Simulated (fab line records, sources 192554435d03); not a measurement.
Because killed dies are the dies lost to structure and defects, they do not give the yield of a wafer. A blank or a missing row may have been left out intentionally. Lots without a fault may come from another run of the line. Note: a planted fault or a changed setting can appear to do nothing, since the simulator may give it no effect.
Split-lot trial	flow n5Finfet	route with 1938 steps; 7 lots, 21 wafers read

THE SPLIT
At N5_SD_EPI_P_COAT_34 (time 60 s, resist thk 350 nm), the setting spinRpm was moved away from the recipe's 1500 rpm on 4 of the 21 wafers read, by +6.6% to +7.5%. For the rest of the wafers, this setting stayed at what the recipe calls for.

The reading is taken at the split's own step.

THE READING
SOC_of_SD_EPI_P_COAT_34.thkNm (the simulator's own value, which no gauge read), in nm, at N5_SD_EPI_P_COAT_34 (time 60 s, resist thk 350 nm). No usual value for it is given in the file. Average 351.0 nm, standard deviation 0.96 nm, over the 17 wafers here run with the recipe.

wafer	tool, chamber at the split	spinRpm as run, rpm	against the recipe	SOC_of_SD_EPI_P_COAT_34.thkNm, nm	against lot-mates on the recipe
L075.2	lithoTrack-02, 0	1500	recipe	350.6	-
L075.3	lithoTrack-02, 0	1500	recipe	351	-
L075.6	lithoTrack-02, 0	1500	recipe	352	-
L079.1	lithoTrack-04, 0	1500	recipe	352.4	-
L079.5	lithoTrack-04, 0	1500	recipe	352.4	-
L079.2	lithoTrack-04, 0	1500	recipe	351.8	-
L085.1	lithoTrack-04, 0	1599	+6.6%	340.4	-10.6
L085.4	lithoTrack-04, 0	1500	recipe	350.6	-
L085.5	lithoTrack-04, 0	1500	recipe	351.4	-
L087.2	lithoTrack-05, 0	1500	recipe	350.2	-
L087.5	lithoTrack-05, 0	1500	recipe	350	-
L087.6	lithoTrack-05, 0	1500	recipe	350.6	-
L088.2	lithoTrack-05, 0	1500	recipe	348.6	-
L088.4	lithoTrack-05, 0	1607	+7.1%	336.2	-12.4
L088.5	lithoTrack-05, 0	1607	+7.1%	337.4	-11.2
L092.1	lithoTrack-05, 0	1500	recipe	351.4	-
L092.2	lithoTrack-05, 0	1500	recipe	351.8	-
L092.5	lithoTrack-05, 0	1613	+7.5%	338.6	-13.0
L097.2	lithoTrack-04, 0	1500	recipe	351.2	-
L097.3	lithoTrack-04, 0	1500	recipe	350.4	-
L097.4	lithoTrack-04, 0	1500	recipe	350	-

THE FIT
A straight line over all 21 wafers: SOC_of_SD_EPI_P_COAT_34.thkNm changes by -1.81 nm for each +1% of spinRpm; r = -0.98; the points scatter about the line by 1.1 nm.
The same after taking each lot's own level away (the mean of its wafers on the recipe; 21 wafers): -1.66 nm for each +1%; r = -1.00; scatter 0.44 nm.
Per that fit: largest spinRpm move, reading shift of 13 nm.
From 348.60 to 352.20 nm: that is the span of the lots' own levels, equal to 3.7 times the standard deviation above.
Consequently the slope shifts little with the lot-to-lot level, the two slopes agreeing.
Check: for one of the wafers moved furthest among these (+7.5%), held out of the fit, the line's prediction against its lot-mates is -12.4 nm. It came out at -13 nm against them.

FILE'S OWN FIT
SOC_of_SD_EPI_P_COAT_34.thkNm changes by -1.67 nm for each +1% of spinRpm, r = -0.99.
